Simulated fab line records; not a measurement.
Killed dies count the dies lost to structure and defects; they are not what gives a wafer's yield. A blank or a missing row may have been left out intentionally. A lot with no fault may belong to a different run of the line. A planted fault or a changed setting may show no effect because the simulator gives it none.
Code-filled problem report in 8D (eight disciplines) form :: flow n5-finfet :: the parts of the form that need people (team, actions taken, sign-off) are left out

1. THE ISSUE
Wafers without a fault read 71, standard deviation 22; raw-defect-count at N5_BEOL_M4_INSPECT_59 reads a mean of 953 on 6 wafers belonging to 2 lots. Relative to the usual mean, that is a shift of +40 standard deviations.
The step: inspects for defects (darkfield).
The first sign was on wafer L694.1 at day 11 12:37, on defect-inspect-02. The record has a number at this step for 27 wafers belonging to 9 lots. By rule, "out" or "out of limits" means more than 4 standard deviations away from the usual mean. The other wafers with a number count as sound.

2. WHAT IT IS, WHAT IT ISN'T
question: which readings at this step
is: raw-defect-count
is not: -

question: which lots
is: L694, L695
is not: L681, L682, L683, L691, L696, L698, L702

question: which wafers of those lots
is: all that have a number
is not: -

question: read on which gauges
is: defect-inspect-02
is not: defect-inspect-01

question: when
is: from day 11 12:37
is not: up to then (12 sound wafers); but 9 sound wafers of L696, L698, L702 came after

3. SUSPECTS, AND WHAT RULES EACH OUT
Counting: a tool stays on the suspect list if, at a process step up to the reading, it processed all lots that are out and no sound lot following the first of them.
- ruled out: the gauge at N5_BEOL_M4_INSPECT_59. All the wafers that are out were read on defect-inspect-02, but those of them that N5_PASSIVATION_PROBE_49 has rows for are out there too, on other tools.
- pecvd-04 at N5_BEOL_M4_DEP_57 (deposits SiCN from 3MS/NH3, target thk 8 nm, time 14 s): kept. It processed each lot that is out, first L694 at day 11 12:31, and no sound lot thereafter; up to then, the last sound lot it processed was L691 at day 10 11:10.
Remaining after the count: pecvd-04 at N5_BEOL_M4_DEP_57.

4. THE CAUSE (what the simulator had put in)
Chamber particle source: pecvd-04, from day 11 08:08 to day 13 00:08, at N5_BEOL_M4_DEP_57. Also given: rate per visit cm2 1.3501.
After counting, this tool was the only one left.

5. THE EFFECT CHAIN, in route order
Rows list readings where the struck wafers' mean (over those with a number) sits beyond 3 standard deviations from the usual. Readings are gone through only where the record gives a usual standard deviation; hours: the median, over the lots, of the time from a lot's start at the first step in this table giving one to that lot's start at this step; sigmas: the change measured in usual standard deviations.
hours: 0
step: N5_BEOL_M4_INSPECT_59
reading: raw-defect-count
usual: 71
on struck wafers: 953
change: +882
sigmas: +40

hours: 3
step: N5_BEOL_M5_INSPECT_13
reading: raw-defect-count
usual: 385
on struck wafers: 1267
change: +882
sigmas: +11

hours: 103
step: N5_PASSIVATION_PROBE_49
reading: defect-limited-yield
usual: 91.4 %
on struck wafers: 79.4
change: -12.0
sigmas: -8.0

hours: 103
step: N5_PASSIVATION_PROBE_49
reading: killed_at_M4_up
usual: 13
on struck wafers: 139
change: +126
sigmas: +23

hours: 103
step: N5_PASSIVATION_PROBE_49
reading: killed-dies
usual: 101
on struck wafers: 243
change: +142
sigmas: +7.9

hours: 103
step: N5_PASSIVATION_PROBE_49
reading: sort_bin_5_function
usual: 5.1 %
on struck wafers: 12.7
change: +7.6
sigmas: +7.6

hours: 103
step: N5_PASSIVATION_PROBE_49
reading: sort-n-pass
usual: 1079
on struck wafers: 937
change: -142
sigmas: -7.9

hours: 103
step: N5_PASSIVATION_PROBE_49
reading: sort-yield-pct
usual: 91.4 %
on struck wafers: 79.4
change: -12.0
sigmas: -8.0
Its process steps:
- N5_PASSIVATION_PROBE_49
At these later measuring or inspecting steps, every struck wafer for which the step has a row has a number for every such reading, and none has moved that far: N5_BEOL_M4_RC_MEAS_101.

6. HOW IT WOULD HAVE BEEN CAUGHT EARLIER
In this record the first reading out of limits at a measuring or inspecting step was taken at day 11 12:37, 4 hours after the fault began at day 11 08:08.
No tool reading at N5_BEOL_M4_DEP_57 that has a usual standard deviation in the record was out on any struck wafer, so an alarm limit of 4 standard deviations on those readings would not have fired.
Lots out: 2; of these, L695 started N5_BEOL_M4_DEP_57 on pecvd-04 after day 11 12:37. A tool hold placed at that time would have kept it from harm.
